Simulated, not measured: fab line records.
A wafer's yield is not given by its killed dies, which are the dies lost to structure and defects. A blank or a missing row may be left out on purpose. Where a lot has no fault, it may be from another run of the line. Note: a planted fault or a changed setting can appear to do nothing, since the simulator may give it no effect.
Split-lot study	flow n5_finfet	on a route of 1938 steps: 7 lots, 21 wafers read

ABOUT THE SPLIT
At N5_PMOS_HMC_CHANNEL_EPI_HM_DEP_34 (deposits SiO2 from TEOS/O2, target thk 36 nm, time 6.9 s), the setting time_s was moved away from the recipe's 6.9 s on 10 of the 21 wafers read, by -9.9% to +13.3%. All remaining wafers had this setting at the recipe value.

FROM THE SPLIT TO THE READING: what the file shows between them, 3 steps
- N5_PMOS_HMC_CHANNEL_EPI_DEVELOP_08: develop time 30 s (also split here: develop_time_s)
- N5_PMOS_HMC_CHANNEL_EPI_STRIP_17: strips in SPM, time 750 s
- N5_PMOS_HMC_CHANNEL_EPI_ETCH_38: etches SiO2 in CF4, target depth 1.5 nm

THE READING
SiO2_of_PMOS_HMC_CHANNEL_EPI_HM_DEP_34.thk_nm (the simulator's own value, which no gauge read), in nm, at N5_PMOS_HMC_CHANNEL_EPI_FIN_RECESS_16 (chemistry HBr/Cl2, target Si, target depth 54 nm, time 18 s). No usual value for it is given in the file. Average 30.44 nm, standard deviation 0.45 nm, over the 11 wafers here run with the recipe.

wafer	tool, chamber at the split	time_s as run, s	against the recipe	SiO2_of_PMOS_HMC_CHANNEL_EPI_HM_DEP_34.thk_nm, nm	against lot-mates on the recipe
L074.3	pecvd-02, 1	7.238	+4.9%	32.03	+1.18
L074.4	pecvd-02, 2	6.9	recipe	30.56	-
L074.5	pecvd-02, 1	6.9	recipe	31.14	-
L076.1	pecvd-01, 2	6.9	recipe	30.12	-
L076.4	pecvd-01, 1	7.436	+7.8%	32.91	+2.79
L076.6	pecvd-01, 0	7.436	+7.8%	33.86	+3.74
L082.1	pecvd-03, 0	6.9	recipe	30.01	-
L082.3	pecvd-03, 1	6.216	-9.9%	26.55	-3.46
L082.6	pecvd-03, 0	6.216	-9.9%	27.03	-2.98
L088.2	pecvd-02, 0	6.46	-6.4%	27.95	-2.91
L088.4	pecvd-02, 1	6.9	recipe	30.96	-
L088.6	pecvd-02, 0	6.9	recipe	30.76	-
L089.1	pecvd-02, 2	6.9	recipe	30.13	-
L089.2	pecvd-02, 1	6.9	recipe	30.76	-
L089.6	pecvd-02, 0	6.9	recipe	30.79	-
L091.2	pecvd-02, 2	6.9	recipe	29.9	-
L091.4	pecvd-02, 2	7.82	+13.3%	35	+5.10
L091.6	pecvd-02, 1	7.82	+13.3%	35.26	+5.36
L094.1	pecvd-02, 0	6.9	recipe	29.74	-
L094.2	pecvd-02, 2	6.396	-7.3%	27.35	-2.39
L094.6	pecvd-02, 1	6.396	-7.3%	27.28	-2.46

THE FIT
A straight line over all 21 wafers: SiO2_of_PMOS_HMC_CHANNEL_EPI_HM_DEP_34.thk_nm changes by +0.371 nm for each +1% of time_s; r = +0.99; the points scatter about the line by 0.42 nm.
The same after taking each lot's own level away (the mean of its wafers on the recipe; 21 wafers): +0.371 nm for each +1%; r = +0.99; scatter 0.38 nm.
That fit puts the effect of the largest move of time_s on the reading at 4.9 nm.
From 29.740 to 30.860 nm: that is the span of the lots' own levels, equal to 2.5 times the standard deviation above.
Consequently the slope shifts little with the lot-to-lot level, the two slopes agreeing.
Check: with one of the wafers moved furthest among these (+13.3%) left out of the fit, the line predicts +5 nm for it against its lot-mates. Against them it came out at +5.1 nm.

OTHER SPLITS ON THESE WAFERS
Note: prior to the reading, these wafers also went through further splits. Each is held against what the fit with the lots' levels taken away leaves over:
other split on the same wafers	wafers away from the commonest value	r with SiO2_of_PMOS_HMC_CHANNEL_EPI_HM_DEP_34.thk_nm (lot level and that fit taken away)
N5_WELL_APT_PEB_23 peb_temp_c	6	+0.20
N5_WELL_APT_DESCUM_30 time_s	4	-0.29
N5_PMOS_HMC_CHANNEL_EPI_DEVELOP_08 develop_time_s	5	-0.24

THE WHOLE CHAIN: every reading that the file lists as answering this split, in the file's order
step	what it does	reading	change (the file's fit)	r (the file's)
N5_PMOS_HMC_CHANNEL_EPI_HM_DEP_34	deposits SiO2 from TEOS/O2, target thk 36 nm, time 6.9 s	SiO2_of_PMOS_HMC_CHANNEL_EPI_HM_DEP_34.thk_nm (the simulator's own value, which no gauge read)	+0.384 nm for each +1% of the setting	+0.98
N5_PMOS_HMC_CHANNEL_EPI_FIN_RECESS_16	chemistry HBr/Cl2, target Si, target depth 54 nm, time 18 s	SiO2_of_PMOS_HMC_CHANNEL_EPI_HM_DEP_34.thk_nm (the simulator's own value, which no gauge read)	+0.372 nm for each +1% of the setting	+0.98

THE FILE'S OWN FIT
SiO2_of_PMOS_HMC_CHANNEL_EPI_HM_DEP_34.thk_nm changes by +0.372 nm for each +1% of time_s, r = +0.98.
